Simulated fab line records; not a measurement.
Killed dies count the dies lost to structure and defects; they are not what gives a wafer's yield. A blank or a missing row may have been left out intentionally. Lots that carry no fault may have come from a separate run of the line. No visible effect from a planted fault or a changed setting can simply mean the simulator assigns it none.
Matching of chambers + flow n5 finfet + N5_BEOL_M11_STRIP_19 on rie diel-02: 4 sister chambers
The step strips in O2. 4 wafers are shown with their chamber, then 12 later ones without.

## EACH WAFER AND ITS CHAMBER
| wafer  | chamber | showerhead plenum p Torr (Torr) |
|--------|---------|---------------------------------|
| L084.1 | 0       | 2.01                            |
| L084.2 | 3       | 1.95                            |
| L084.5 | 2       | 2.08                            |
| L084.6 | 1       | 2.19                            |

## WAFERS MISSING THEIR CHAMBER
| wafer  | showerhead plenum p Torr (Torr) |
|--------|---------------------------------|
| L085.1 | 1.95                            |
| L085.2 | 2.08                            |
| L085.4 | 2.01                            |
| L087.1 | 2.08                            |
| L087.2 | 2.01                            |
| L087.4 | 2.19                            |
| L094.4 | 2.01                            |
| L094.5 | 2.18                            |
| L094.6 | 2.20                            |
| L096.2 | 2.18                            |
| L096.3 | 2.01                            |
| L096.4 | 2.20                            |

## WHICH CHAMBER EACH WENT THROUGH
| wafer  | from the rows above | in truth                   |
|--------|---------------------|----------------------------|
| L085.1 | 3                   | 3                          |
| L085.2 | 2                   | 2                          |
| L085.4 | 0                   | 0                          |
| L087.1 | 2                   | 2                          |
| L087.2 | 0                   | 0                          |
| L087.4 | 1                   | 1                          |
| L094.4 | 0                   | 0                          |
| L094.5 | 1                   | 1                          |
| L094.6 | 1                   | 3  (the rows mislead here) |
| L096.2 | 1                   | 1                          |
| L096.3 | 0                   | 0                          |
| L096.4 | 1                   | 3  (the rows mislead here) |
10 of 12 placed correctly. Can't be placed from these rows: 0. Wrongly placed: 2.
How it was worked out, from the rows above alone: a wafer's distance from a chamber is the root of the sum, over the readings, of the square of ((its reading less the chamber's mean) divided by the reading's scatter). The wafer belongs to the nearest chamber; if the next one is less than 2 further off, it can't be placed. A chamber's mean is the mean of its shown wafers. The scatter: root of mean squared gap, hidden wafer to nearest shown wafer, with one shown wafer a chamber.
